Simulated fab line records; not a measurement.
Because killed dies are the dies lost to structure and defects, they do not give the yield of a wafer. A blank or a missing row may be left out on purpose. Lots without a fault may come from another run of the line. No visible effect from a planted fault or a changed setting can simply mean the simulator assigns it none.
A lot that was struck, set against a sound lot ; flow nandHarc ; 20 steps out of a route of 1302
Sound: wafers L427.1, L427.3, L427.6. Wafers L417.4, L417.5, L417.6 were the ones struck. The cause is given at the end.
At each step with rows: each side's tool, then ch and its chambers, then its first start. Under that, the readings that differ: sound wafers ; struck wafers ; difference of the means ; sigmas: that difference in standard deviations of wafers without a fault.
alike: same words and numbers on both sides, and readings whose means sit less than 2 such deviations apart. not compared: any withheld reading, any reading some wafer has no value for, any bound like >300 that may hide the same value, and any number with overlapping values for which the record gives no deviation.
Wherever a step has rows on one side only, a row that says differs or no value, or a row with sigmas, the two part there. When numbers do not overlap yet have no deviation, they are printed without sigmas and do not part them. A reading missing from all wafers of one side parts the sides only when that side holds two or more wafers.

NHARC_P_CONTACT_CMP_24: polishes, t overpolish 30 s, target thk 200 nm.
  sound on cmp-02 ch 1,2, day 12 21:52; struck on cmp-03 ch 2,3, day 9 02:09
  alike: edgeZonePressureFrac, motorCurrentA, overpolishRunS, timeToEndpointS
next, for these wafers, 1 step has no rows: NHARC_P_CONTACT_SRD_26.
NHARC_P_CONTACT_INSPECT_27:
  sound on defectInspect-01 at day 12 22:14; struck on defectInspect-02 at day 9 02:33
  alike: rawDefectCount
then, 8 steps without rows for these wafers: NHARC_P_M0_DEP_00 (deposits SiOC, target thk 150 nm); NHARC_P_M0_DEHYDRATE_01 (time 120 s); NHARC_P_M0_HMDS_02 (time 30 s); NHARC_P_M0_COAT_33 (time 65 s); NHARC_P_M0_COAT_03 (resist thk 90 nm); NHARC_P_M0_SOFTBAKE_04 (time 55 s); NHARC_P_M0_EBR_05; NHARC_P_M0_EXPOSE_06 (exposes mask P M0, target cd 90 nm).
NHARC_P_M0_PEB_07: peb time 65 s.
  sound on lithoTrack-06 ch 0, day 12 23:03; struck on lithoTrack-01 ch 0, day 9 03:26
reading;sound;struck;difference;sigmas
heaterPowerTotalW (W);156.9 157.1 156.1;184.8 185.8 185.1;+28.5;+70
  alike: exhaustPa
then, 1 step without rows for these wafers: NHARC_P_M0_DEVELOP_08 (develop time 35 s).
NHARC_P_M0_CD_MEAS_09: target cd 90 nm.
  sound on cdSem-02 ch 0, day 12 23:08; struck on cdSem-01 ch 0, day 9 03:31
reading;sound;struck;difference;sigmas
cdNm (nm);91.2 90.7 90.1;77.1 76.4 77.8;-13.6;-21
NHARC_P_M0_OVL_MEAS_10: pitch 180 nm.
  sound on overlay-02 at day 12 23:13; struck on overlay-02 at day 9 03:35
  alike: overlayXNm, overlayYNm
NHARC_P_M0_INSPECT_11:
  sound on defectInspect-02 at day 12 23:16; struck on defectInspect-01 at day 9 03:38
  alike: rawDefectCount
NHARC_P_M0_DESCUM_14: chemistry O2, time 3 s.
  sound on rieDiel-08 ch 0,2,3, day 12 23:19; struck on rieDiel-09 ch 0,1,3, day 9 03:43
reading;sound;struck;difference;sigmas
model.P_M0.cdNm (nm);90.26 91.63 90.39;77.42 76.35 77.79;-13.57;
  alike: drypumpMotorCurrentA, mfcArSccm, oesProductAu, rfVppV, showerheadPlenumPTorr, throttleValvePct
  not compared: rfHoursCounterH
NHARC_P_M0_ETCH_34: etches the open film in N2/H2, target depth 40 nm, overetch 12 nm, time 43.94 s.
  sound on rieDiel-08 ch 2,3, day 12 23:27; struck on rieDiel-09 ch 1,2,3, day 9 03:47
  alike: drypumpMotorCurrentA, mfcArSccm, n2FlowSccm, oesProductAu, rfVppV, showerheadPlenumPTorr, throttleValvePct
  not compared: rfHoursCounterH
NHARC_P_M0_ETCH_15: etches the open film in C4F8/Ar, target depth 150 nm, overetch 15 nm, time 82.5 s.
  sound: rieDiel-08 ch 0,2,3; struck: rieDiel-09 ch 0,2,3
reading;sound;struck;difference;sigmas
model.P_M0.cdNm (nm);89.85 91.7 89.88;77.44 76.08 78.1;-13.27;
  alike: oesProductAu, rfVppV
  not compared: rfHoursCounterH
NHARC_P_M0_CD_MEAS_16:
  sound on cdSem-01 at day 13 02:31; struck on cdSem-03 at day 9 03:59
reading;sound;struck;difference;sigmas
cdNm (nm);89.9 91.5 89.9;77.8 76.2 78.3;-13.0;-16

## WHERE THEY PART
Earliest at NHARC_P_M0_PEB_07; latest, in this record, at NHARC_P_M0_CD_MEAS_16.

WHY: what had been put in by the simulator
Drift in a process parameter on lithoTrack-01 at NHARC_P_M0_PEB_07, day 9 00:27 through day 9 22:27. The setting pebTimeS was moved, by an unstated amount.
